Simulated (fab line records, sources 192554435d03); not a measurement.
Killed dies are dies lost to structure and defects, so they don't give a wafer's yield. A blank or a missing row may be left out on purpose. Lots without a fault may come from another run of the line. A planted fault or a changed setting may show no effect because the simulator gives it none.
Chamber matching | flow n5_finfet | N5_GATE_CUT_ETCH_28 on rie_diel-02: 4 sister chambers
The step etches underlayer in N2/H2, target depth 13 nm, time 10.4 s. 7 wafers are shown with their chamber, then 10 later ones without.

WAFERS WITH THEIR CHAMBER
wafer  | chamber | showerhead_plenum_p_Torr (Torr) | throttle_valve_pct (%)
L076.4 | 3       | 2.48                            | 17.51
L078.4 | 3       | 2.48                            | 17.51
L079.5 | 1       | 2.71                            | 17.73
L081.4 | 0       | 2.57                            | 17.36
L081.5 | 2       | 2.59                            | 17.81
L086.1 | 1       | 2.71                            | 17.77
L086.4 | 2       | 2.58                            | 17.82

WAFERS WITHOUT THEIR CHAMBER
wafer  | showerhead_plenum_p_Torr (Torr) | throttle_valve_pct (%)
L086.5 | 2.48                            | 17.54
L085.3 | 2.56                            | 17.38
L085.4 | 2.58                            | 17.82
L085.5 | 2.56                            | 17.37
L094.2 | 2.58                            | 17.85
L094.4 | 2.58                            | 17.87
L094.5 | 2.70                            | 17.80
L097.1 | 2.55                            | 17.43
L097.2 | 2.47                            | 17.56
L097.5 | 2.57                            | 17.88

WHICH CHAMBER EACH WENT THROUGH
wafer  | from the rows above | in truth
L086.5 | 3                   | 3
L085.3 | 0                   | 0
L085.4 | 2                   | 2
L085.5 | 0                   | 0
L094.2 | 2                   | 2
L094.4 | 2                   | 2
L094.5 | 1                   | 1
L097.1 | 0                   | 0
L097.2 | 3                   | 3
L097.5 | 2                   | 2
Placed correctly: 10 of 10. Can't be placed from these rows: 0. Placed wrongly: 0.
How it was worked out, from the rows above alone: a wafer's distance from a chamber is the root of the sum, over the readings, of the square of ((its reading less the chamber's mean) divided by the reading's scatter). The wafer belongs to the nearest chamber; if the next one is less than 2 further off, it can't be placed. A chamber's mean is the mean of its shown wafers. The scatter: the root of (the sum of the squares of (reading less its chamber's mean) over the shown wafers, divided by (wafers less chambers)).
